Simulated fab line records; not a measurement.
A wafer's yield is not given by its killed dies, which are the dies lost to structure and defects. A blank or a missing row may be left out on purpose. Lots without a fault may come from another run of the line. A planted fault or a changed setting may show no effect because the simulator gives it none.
A lot that was struck, set against a sound lot | flow nand-harc | 37 steps out of a route of 1302
Sound: these wafers, L330.1, L330.2, L330.6. Wafers L336.1, L336.2, L336.4 were the ones struck. The cause is given at the end.
Each step with rows lists, per side, the tool, then ch with its chambers, then its first start. Under that, the readings that differ: sound wafers | struck wafers | difference of the means | sigmas: that difference in standard deviations of wafers without a fault.
alike: readings with means less than 2 such deviations apart, plus words and numbers identical on both sides. not compared: withheld readings, readings lacking a value on some wafer, bounds such as >300 that could conceal the same value, and numbers that have no deviation in the record and whose values overlap.
The two part at a step that has a row with sigmas, a row that says differs or no value, or rows on one side only. Numbers that don't overlap but have no deviation are shown without sigmas and don't part them. A reading missing from all wafers of one side parts the sides only when that side holds two or more wafers.

NHARC_A_STAIRCASE_STRIP_316: strips in O2.
  sound: rie-diel-05 ch 0,3; struck: rie-diel-03 ch 0,1,2
  alike: drypump-motor-current-A, o2-flow-sccm, oes-product-au, rf-vpp-V, showerhead-plenum-p-Torr, throttle-valve-pct
  not compared: rf-hours-counter-h
then, 5 steps without rows for these wafers: NHARC_A_STAIRCASE_STRIP_317 (strips in SPM, time 900 s); NHARC_A_STAIRCASE_PRECLEAN_318 (cleans in SC1); NHARC_A_STAIRCASE_SRD_329; NHARC_A_STAIRCASE_ALD_415 (deposits SiO2, target thk 30 nm, pulse time 6 s, ald cycles 300); NHARC_A_STAIRCASE_ETCHBACK_416 (etches the open film in C4F8/O2/Ar, target depth 36 nm, time 7.2 s).
NHARC_A_STAIRCASE_STRIP_476: strips in O2, time 20 s.
  sound on rie-diel-04 ch 0,1,3, day 16 20:29; struck on rie-diel-05 ch 0,2,3, day 18 13:41
  alike: drypump-motor-current-A, o2-flow-sccm, oes-product-au, rf-vpp-V, showerhead-plenum-p-Torr, throttle-valve-pct
  not compared: rf-hours-counter-h
then, 4 steps without rows for these wafers: NHARC_A_STAIRCASE_DEP_417 (deposits Si3N4, target thk 60 nm); NHARC_A_STAIRCASE_WET_418 (chemistry H3PO4, target depth 20 nm); NHARC_A_STAIRCASE_PRECLEAN_419 (cleans in SC1); NHARC_A_STAIRCASE_SRD_421.
NHARC_A_STAIRCASE_ALD_420: deposits SiO2, target thk 20 nm, pulse time 6 s, ald cycles 200.
  sound on ald-hk-03 ch 0,1,3, day 16 23:38; struck on ald-hk-02 ch 0,1,3, day 18 17:09
  alike: heater-power-w, precursor-pulse-height-rel
then, 1 step without rows for these wafers: NHARC_A_STAIRCASE_CVD_552 (deposits SiNx, target thk 40 nm).
NHARC_A_STAIRCASE_DEP_151: deposits SiO2, target thk 7200 nm.
  sound on pecvd-01 ch 0,1, day 17 08:29; struck on pecvd-01 ch 0,2, day 19 00:11
  alike: heater-power-w
then, 1 step without rows for these wafers: NHARC_A_STAIRCASE_ANNEAL_320 (time 1800 s).
NHARC_A_STAIRCASE_DEP_322: deposits SiO2, target thk 7200 nm.
  sound on pecvd-03 ch 0,2, day 17 19:22; struck on pecvd-03 ch 0,1, day 19 08:13
  alike: heater-power-w
then, 1 step without rows for these wafers: NHARC_A_STAIRCASE_ANNEAL_323 (time 1800 s).
NHARC_A_STAIRCASE_DEP_325: deposits SiO2, target thk 7200 nm.
  sound on pecvd-02 ch 1,2, day 18 05:35; struck on pecvd-01 ch 0,1,2, day 19 17:57
  alike: heater-power-w
then, 18 steps without rows for these wafers: NHARC_A_STAIRCASE_ANNEAL_326 (time 1800 s); NHARC_A_STAIRCASE_DEHYDRATE_433 (time 120 s); NHARC_A_STAIRCASE_HMDS_434 (time 30 s); NHARC_A_STAIRCASE_COAT_435; NHARC_A_STAIRCASE_SOFTBAKE_436 (time 170 s); NHARC_A_STAIRCASE_EBR_437; NHARC_A_STAIRCASE_EXPOSE_438 (exposes mask STAIR REV); NHARC_A_STAIRCASE_PEB_439 (peb time 130 s); NHARC_A_STAIRCASE_DEVELOP_440 (time 140 s); NHARC_A_STAIRCASE_HARDBAKE_442 (time 140 s); NHARC_A_STAIRCASE_DESCUM_443 (chemistry O2, time 3 s); NHARC_A_STAIRCASE_ETCH_444 (etches the open film in C4F8/O2, target depth 20400 nm, time 6800 s); NHARC_A_STAIRCASE_STRIP_446 (strips in O2); NHARC_A_STAIRCASE_STRIP_447 (strips in SPM, time 900 s); NHARC_A_STAIRCASE_PRECLEAN_448 (cleans in SC1); NHARC_A_STAIRCASE_SRD_449; NHARC_A_STAIRCASE_CMP_450 (polishes SiO2, target thk 200 nm); NHARC_A_STAIRCASE_CMP_152 (polishes).
-- jump in the record: it breaks off in module A_STAIRCASE and resumes in module END (first step shown: number 1302 of the route), and 6 days separate the struck wafers' starts before and after --
NHARC_END_SORT_01:
  sound on prober-02 ch 0, day 24 00:10; struck on prober-02 ch 0, day 25 08:29
  reading         | sound    | struck     | difference | sigmas
  killed-at-array | 66 63 47 | 172 146 79 | +74        | +5
  killed-dies     | 73 68 55 | 177 153 81 | +72        | +5
  alike: killed-at-other, killed-at-periphery, killed-open, killed-short

== WHERE THEY PART ==
At NHARC_END_SORT_01 and nowhere else, as far as this record goes.

WHY: what the simulator had put in
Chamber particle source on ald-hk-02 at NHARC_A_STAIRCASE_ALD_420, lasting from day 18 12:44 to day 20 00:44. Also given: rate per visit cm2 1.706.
